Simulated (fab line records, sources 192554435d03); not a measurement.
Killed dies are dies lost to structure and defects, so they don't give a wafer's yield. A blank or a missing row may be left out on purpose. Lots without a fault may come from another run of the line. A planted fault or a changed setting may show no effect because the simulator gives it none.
Problem report in the 8D (eight disciplines) form, filled by code | flow n5_finfet | the parts of the form that need people (team, actions taken, sign-off) are left out

1. THE PROBLEM
killed_at_other at N5_PASSIVATION_PROBE_49 reads a mean of 93 on 3 wafers of 3 lots; wafers without a fault read 4 with a standard deviation of 3.3. That is +27 standard deviations from the usual mean.
First seen on wafer L261.2, day 15 07:18, on prober-02. The record holds 9 wafers of 3 lots with a number at this step. Rule for "out", or "out of limits": more than 4 standard deviations from the usual mean. The other wafers with a number count as sound.

2. WHAT IT IS AND WHAT IT IS NOT
question                    | is                                   | is not
which readings at this step | killed_at_other, sort_bin_5_function | killed_at_M4_up, killed_at_contacts, killed_at_front_end, killed_open, killed_short
which lots                  | L261, L264, L265                     | -
which wafers of those lots  | L261.2, L264.2, L265.2               | L261.3, L261.4, L264.1, L264.4, L265.1, L265.3
read on which tools         | prober-01, prober-02                 | -
when                        | from day 15 07:18                    | up to then (0 sound wafers); but 6 sound wafers of L261, L264, L265 came after

3. SUSPECTS, AND WHAT RULES EACH OUT
Counting: a tool at a process step up to the reading stays a suspect if it ran every lot that is out. Sound lots after the first of them don't rule it out here, since some wafers of a struck lot are sound.
- rie_diel-02 at N5_PASSIVATION_PASS_ETCH_74 (etches SiNx in CF4/O2, target depth 220 nm, time 110 s): kept. It ran every lot that is out, first L261 (day 14 23:02).
Left after counting: rie_diel-02 at N5_PASSIVATION_PASS_ETCH_74.

4. THE CAUSE (what the simulator had put in)
Process parameter drift: rie_diel-02, from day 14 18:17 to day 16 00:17, at N5_PASSIVATION_PASS_ETCH_74. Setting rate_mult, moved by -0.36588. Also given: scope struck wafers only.
Counting left only this tool.

5. THE CHAIN OF EFFECTS, in route order
Each row: a reading whose mean over the struck wafers that have a number lies more than 3 standard deviations from the usual. Only readings for which the record gives a usual standard deviation are gone through. hours: the time from each lot's start at the first step in this table that gives one to its start at this step, as a median over the lots. sigmas: the change in usual standard deviations.
hours | step                    | reading              | usual  | on struck wafers | change | sigmas
0     | N5_PASSIVATION_PROBE_49 | defect_limited_yield | 91.2 % | 83.0             | -8.2   | -5.4
0     | N5_PASSIVATION_PROBE_49 | killed_at_other      | 4      | 93               | +89    | +27
0     | N5_PASSIVATION_PROBE_49 | killed_dies          | 103    | 200              | +97    | +5.4
0     | N5_PASSIVATION_PROBE_49 | killed_on_rim        | 14     | 36               | +22    | +5.3
0     | N5_PASSIVATION_PROBE_49 | sort_bin_5_function  | 5.1 %  | 12.8             | +7.7   | +7.7
0     | N5_PASSIVATION_PROBE_49 | sort_n_pass          | 1076   | 980              | -96    | -5.3
0     | N5_PASSIVATION_PROBE_49 | sort_yield_pct       | 91.2 % | 83.0             | -8.2   | -5.4
The process steps in it:
- N5_PASSIVATION_PROBE_49

6. WHAT WOULD HAVE CAUGHT IT SOONER
In this record the first reading out of limits was taken at day 15 07:18, 13 hours after the fault began at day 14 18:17.
Of the tool readings at N5_PASSIVATION_PASS_ETCH_74 for which the record gives a usual standard deviation, none was out on any struck wafer, so an alarm limit of 4 standard deviations on them would not have fired.
All the lots that are out (3) had begun N5_PASSIVATION_PASS_ETCH_74 on rie_diel-02 by day 15 07:18. A hold on the tool at that time would have spared none of them.
